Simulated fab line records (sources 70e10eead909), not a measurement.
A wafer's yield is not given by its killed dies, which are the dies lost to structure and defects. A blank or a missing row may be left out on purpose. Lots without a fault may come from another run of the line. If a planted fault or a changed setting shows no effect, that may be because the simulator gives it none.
Chamber matching || flow nand harc || NHARC_A_CHANNEL_HOLE_D1_DEP_01 on pecvd-03: 3 sister chambers
The step deposits SiON, target thk 140 nm. 3 wafers are shown with their chamber, then 8 later ones without.

EACH WAFER AND ITS CHAMBER
{"wafer": "L753.2", "chamber": 0, "heater power w (W)": 621}
{"wafer": "L753.6", "chamber": 2, "heater power w (W)": 733}
{"wafer": "L755.2", "chamber": 1, "heater power w (W)": 713}

WAFERS WHOSE CHAMBER IS MISSING
{"wafer": "L755.4", "heater power w (W)": 720}
{"wafer": "L755.6", "heater power w (W)": 715}
{"wafer": "L757.3", "heater power w (W)": 561}
{"wafer": "L757.5", "heater power w (W)": 806}
{"wafer": "L758.3", "heater power w (W)": 651}
{"wafer": "L758.5", "heater power w (W)": 667}
{"wafer": "L759.3", "heater power w (W)": 715}
{"wafer": "L759.6", "heater power w (W)": 679}

WHICH CHAMBER EACH ONE RAN IN
{"wafer": "L755.4", "from the rows above": "can't be placed: 1 or 2", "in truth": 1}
{"wafer": "L755.6", "from the rows above": "can't be placed: 1 or 2", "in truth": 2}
{"wafer": "L757.3", "from the rows above": 0, "in truth": 0}
{"wafer": "L757.5", "from the rows above": "can't be placed: 2 or 1", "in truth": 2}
{"wafer": "L758.3", "from the rows above": "can't be placed: 0 or 1 or 2", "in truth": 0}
{"wafer": "L758.5", "from the rows above": "can't be placed: 0 or 1 or 2", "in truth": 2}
{"wafer": "L759.3", "from the rows above": "can't be placed: 1 or 2", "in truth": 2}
{"wafer": "L759.6", "from the rows above": "can't be placed: 1 or 2 or 0", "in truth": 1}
Placed correctly: 1 of 8. Unplaceable from these rows: 7, with the true chamber sitting among the candidates in 7. Placed wrongly: 0.
How it was worked out, from the rows above alone: a wafer's distance from a chamber is the root of the sum, over the readings, of the square of ((its reading less the chamber's mean) divided by the reading's scatter). The wafer belongs to the nearest chamber; if the next one is less than 2 further off, it can't be placed. Each chamber's mean is taken over the wafers shown for it. The scatter: root of mean squared gap, hidden wafer to nearest shown wafer, with one shown wafer a chamber.
